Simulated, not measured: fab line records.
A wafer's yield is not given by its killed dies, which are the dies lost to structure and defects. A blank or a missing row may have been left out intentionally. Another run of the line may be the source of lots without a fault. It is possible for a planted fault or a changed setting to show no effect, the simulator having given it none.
Chamber matching	flow n5Finfet	4 sister chambers for N5_HKMG_FIN_ALD_71 on aldMetal-01
The step deposits TiN, target thk 1 nm, pulse time 1 s, purge time 3 s. 7 wafers are shown with their chamber, then 8 later ones without.

== WAFERS, EACH WITH ITS CHAMBER ==
wafer	chamber	heaterPowerW (W)	heaterPowerOuterW (W)
L083.1	0	935	554
L083.2	3	628	410
L083.6	3	619	393
L084.4	2	848	508
L087.3	0	948	538
L087.5	1	838	501
L091.1	1	849	503

== WAFERS MISSING THEIR CHAMBER ==
wafer	heaterPowerW (W)	heaterPowerOuterW (W)
L091.2	646	412
L091.4	956	553
L096.1	865	521
L096.3	920	549
L096.4	637	397
L097.3	625	396
L097.5	840	503
L097.6	879	514

== WHICH CHAMBER EACH WENT THROUGH ==
wafer	from the rows above	in truth
L091.2	3	3
L091.4	0	0
L096.1	can't be placed: 2 or 1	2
L096.3	0	0
L096.4	3	3
L097.3	3	3
L097.5	can't be placed: 1 or 2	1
L097.6	can't be placed: 2 or 1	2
Placed correctly: 5 of 8. Cannot be placed on the basis of these rows: 3; the candidates contain the true chamber in 3. Number placed wrongly: 0.
How it was worked out, from the rows above alone: a wafer's distance from a chamber is the root of the sum, over the readings, of the square of ((its reading less the chamber's mean) divided by the reading's scatter). If the next closest chamber is less than 2 further off than the closest, the wafer can't be placed; otherwise it belongs to the closest. The mean given for a chamber averages the wafers shown for that chamber. The scatter: the root of (the sum of the squares of (reading less its chamber's mean) over the shown wafers, divided by (wafers less chambers)).
